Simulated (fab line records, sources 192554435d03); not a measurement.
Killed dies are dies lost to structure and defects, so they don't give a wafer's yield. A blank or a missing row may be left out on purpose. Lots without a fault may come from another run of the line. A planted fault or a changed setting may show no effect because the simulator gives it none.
Which tool did it? | flow n5_finfet | 7 lots, 21 wafers sampled, at 3 steps of a route of 1938

WHAT THE GAUGES READ, wafer by wafer
N5_BEOL_M12_CD_MEAS_28: target cd 160.2 nm.
lot  | measured     | on        | cd_nm (nm)
L788 | day 9 22:53  | cd_sem-03 | 161.5 161.2 161.6
L789 | day 10 16:15 | cd_sem-02 | 161.6 161.1 161.3
L799 | day 13 07:43 | cd_sem-03 | 171.1 172.3 161.3
L801 | day 13 13:09 | cd_sem-01 | 160.0 170.9 169.8
L805 | day 15 06:23 | cd_sem-03 | 161.9 162.9 161.7
L808 | day 16 04:51 | cd_sem-02 | 158.7 157.4 158.2
L810 | day 16 18:49 | cd_sem-02 | 159.0 159.3 159.3

WHICH TOOL RAN EACH LOT (tool, then ch and the chambers of the sampled wafers, then the start)
lot  | N5_BEOL_M12_DESCUM_15              | N5_BEOL_M12_EXPOSE_25
L788 | rie_diel-03 ch 1,2, day 9 22:03    | krf_scanner-02 ch 0, day 9 22:43
L789 | rie_diel-04 ch 1,2, day 10 15:25   | krf_scanner-02 ch 0, day 10 16:05
L799 | rie_diel-05 ch 1,2,3, day 13 06:54 | krf_scanner-02 ch 0, day 13 07:33
L801 | rie_diel-04 ch 0,2,3, day 13 12:12 | krf_scanner-02 ch 0, day 13 12:59
L805 | rie_diel-05 ch 1,2,3, day 15 05:26 | krf_scanner-01 ch 0, day 15 06:13
L808 | rie_diel-05 ch 0,2, day 16 03:55   | krf_scanner-02 ch 0, day 16 04:41
L810 | rie_diel-03 ch 0,3, day 16 17:56   | krf_scanner-01 ch 0, day 16 18:39
- N5_BEOL_M12_DESCUM_15: chemistry O2, time 7.9 s.
- N5_BEOL_M12_EXPOSE_25: exposes mask M12.

THE ANSWER, worked out from the rows above alone
Rule: what is usual is taken from the lots themselves. Put in order of their means at a reading, lots are off if they are a third of the lots or fewer, leave a main group of 4 or more, and stand apart from it by a gap of 3 or more times the standard deviation of the main group's means; of several such gaps the widest counts. A main group whose means are all the same, to the digits that the tables above print for the reading, isn't used. A lot without any number at a reading at which 4 lots or more have one is off too. The other lots that the step has rows for count as sound.
Off: L799, L801, at N5_BEOL_M12_CD_MEAS_28 (cd_nm). The main group: mean 160.4 nm, standard deviation 1.5.
A tool fits if, at a process step before that reading, it ran every lot that is off, and no sound lot after the first of them. The gauges at N5_BEOL_M12_CD_MEAS_28 are tried like those tools. None of those tried fits.

WHAT THE SIMULATOR HAD PUT IN
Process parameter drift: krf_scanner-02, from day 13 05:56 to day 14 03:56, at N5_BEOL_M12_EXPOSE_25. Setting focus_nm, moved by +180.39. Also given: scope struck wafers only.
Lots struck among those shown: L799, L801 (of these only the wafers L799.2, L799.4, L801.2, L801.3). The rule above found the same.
